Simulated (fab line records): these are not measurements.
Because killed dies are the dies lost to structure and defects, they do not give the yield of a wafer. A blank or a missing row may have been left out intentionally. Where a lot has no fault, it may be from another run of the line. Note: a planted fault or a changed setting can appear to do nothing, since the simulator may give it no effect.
Which of the tools did it? + flow nandHarc + Sampling: 24 lots, 72 wafers, 2 of 1302 route steps

WHAT THE GAUGES SHOWED, per wafer
NHARC_P_BONDPAD_INSPECT_23. Usual: 338 for rawDefectCount, sd 120.
| lot  | measured     | on               | rawDefectCount | flag |
|------|--------------|------------------|----------------|------|
| L074 | day 6 16:59  | defectInspect-01 | 606 226 523    |      |
| L075 | day 7 07:55  | defectInspect-01 | 161 228 144    |      |
| L076 | day 7 08:37  | defectInspect-02 | 350 369 316    |      |
| L077 | day 7 23:04  | defectInspect-02 | 243 298 296    |      |
| L078 | day 8 06:45  | defectInspect-02 | 461 472 429    |      |
| L079 | day 8 23:07  | defectInspect-02 | 382 316 328    |      |
| L080 | day 9 08:37  | defectInspect-01 | 378 350 383    |      |
| L081 | day 9 20:46  | defectInspect-01 | 298 442 274    |      |
| L082 | day 10 09:31 | defectInspect-01 | 436 358 366    |      |
| L083 | day 10 16:42 | defectInspect-01 | 463 350 459    |      |
| L084 | day 11 07:54 | defectInspect-01 | 251 254 241    |      |
| L086 | day 11 15:31 | defectInspect-02 | 411 426 379    |      |
| L085 | day 11 15:59 | defectInspect-02 | 397 523 581    |      |
| L087 | day 12 03:01 | defectInspect-02 | 358 485 485    |      |
| L088 | day 12 20:11 | defectInspect-02 | 259 182 346    |      |
| L089 | day 13 07:22 | defectInspect-01 | 297 288 158    |      |
| L090 | day 13 10:42 | defectInspect-02 | 619 408 285    |      |
| L091 | day 13 23:19 | defectInspect-01 | 294 423 288    |      |
| L092 | day 14 07:48 | defectInspect-01 | 335 273 279    |      |
| L093 | day 14 08:18 | defectInspect-01 | 104 130 125    |      |
| L094 | day 14 22:14 | defectInspect-01 | 255 366 190    |      |
| L095 | day 15 08:13 | defectInspect-02 | 288 200 253    |      |
| L096 | day 15 17:16 | defectInspect-01 | 402 298 337    |      |
| L097 | day 16 08:17 | defectInspect-02 | 492 189 325    |      |

WHAT TOOL EACH LOT RAN ON (gives the tool, then ch and the chambers of the sampled wafers, and finally the start)
| lot  | NHARC_P_BONDPAD_CMP_19        |
|------|-------------------------------|
| L074 | cmp-04 ch 1,2, day 6 16:26    |
| L075 | cmp-04 ch 1,2, day 7 07:24    |
| L076 | cmp-04 ch 0,1,3, day 7 08:04  |
| L077 | cmp-02 ch 0,3, day 7 22:33    |
| L078 | cmp-02 ch 0,1,2, day 8 06:13  |
| L079 | cmp-02 ch 0,2,3, day 8 22:35  |
| L080 | cmp-02 ch 1,2,3, day 9 08:07  |
| L081 | cmp-01 ch 1,2, day 9 20:14    |
| L082 | cmp-02 ch 0,3, day 10 08:59   |
| L083 | cmp-04 ch 0,1,2, day 10 16:13 |
| L084 | cmp-04 ch 1,2, day 11 07:20   |
| L086 | cmp-01 ch 2,3, day 11 14:59   |
| L085 | cmp-04 ch 0,2,3, day 11 15:28 |
| L087 | cmp-02 ch 0,1,2, day 12 02:35 |
| L088 | cmp-04 ch 1,2,3, day 12 19:40 |
| L089 | cmp-01 ch 0,1,2, day 13 06:52 |
| L090 | cmp-04 ch 1,3, day 13 10:11   |
| L091 | cmp-01 ch 0,1,2, day 13 22:46 |
| L092 | cmp-02 ch 1,2,3, day 14 07:16 |
| L093 | cmp-01 ch 0,1,3, day 14 07:50 |
| L094 | cmp-04 ch 0,1,3, day 14 21:43 |
| L095 | cmp-04 ch 0,2, day 15 07:43   |
| L096 | cmp-02 ch 0,1,2, day 15 16:44 |
| L097 | cmp-02 ch 0,1, day 16 07:44   |
- NHARC_P_BONDPAD_CMP_19: polishes, t overpolish 30 s, cu recess touch 16 s, target thk 160.81 nm.

WHAT THE TOOLS THEMSELVES READ (means of the sampled wafers that have a number; where no wafer has one, the mark that the record gives instead)
NHARC_P_BONDPAD_CMP_19. Usual: motorCurrentA 12.1 A, standard deviation 1.1; overpolishRunS 30.001 s, standard deviation 0.0089.
| lot  | tool   | motorCurrentA (A) | overpolishRunS (s) | flag |
|------|--------|-------------------|--------------------|------|
| L074 | cmp-04 | 13.5              | 29.999             |      |
| L075 | cmp-04 | 13.4              | 29.995             |      |
| L076 | cmp-04 | 12.5              | 30.008             |      |
| L077 | cmp-02 | 11.3              | 30.001             |      |
| L078 | cmp-02 | 11.4              | 29.995             |      |
| L079 | cmp-02 | 11.3              | 30.001             |      |
| L080 | cmp-02 | 11.5              | 29.999             |      |
| L081 | cmp-01 | 12.2              | 30.004             |      |
| L082 | cmp-02 | 11.2              | 29.998             |      |
| L083 | cmp-04 | 12.9              | 29.988             |      |
| L084 | cmp-04 | 13.1              | 30.001             |      |
| L086 | cmp-01 | 11.9              | 29.998             |      |
| L085 | cmp-04 | 12.7              | 30.005             |      |
| L087 | cmp-02 | 11.2              | 30.004             |      |
| L088 | cmp-04 | 13.4              | 29.998             |      |
| L089 | cmp-01 | 11.3              | 29.998             |      |
| L090 | cmp-04 | 12.9              | 30.007             |      |
| L091 | cmp-01 | 11.6              | 30.016             |      |
| L092 | cmp-02 | 11.5              | 30.002             |      |
| L093 | cmp-01 | 11.0              | 30.004             |      |
| L094 | cmp-04 | 12.3              | 29.999             |      |
| L095 | cmp-04 | 13.4              | 29.997             |      |
| L096 | cmp-02 | 11.3              | 29.996             |      |
| L097 | cmp-02 | 11.5              | 30.002             |      |

THE ANSWER, worked out from the rows above alone
Rule: a lot is off if the mean of its wafers that have a number lies more than 3 standard deviations from the usual mean. Also off: a lot with no number at a reading for which 4 or more lots have one. All remaining lots with rows at the step are treated as sound. The gauges are gone through in route order, then the tools' own readings, and for those a lot's mean is taken as printed above. The first step at which some lot is off is used, and at that step the reading that is off furthest; a lot without a number counts as furthest.
None of the lots is off at any reading shown; this tells nothing.

WHAT THE SIMULATOR HAD PUT IN
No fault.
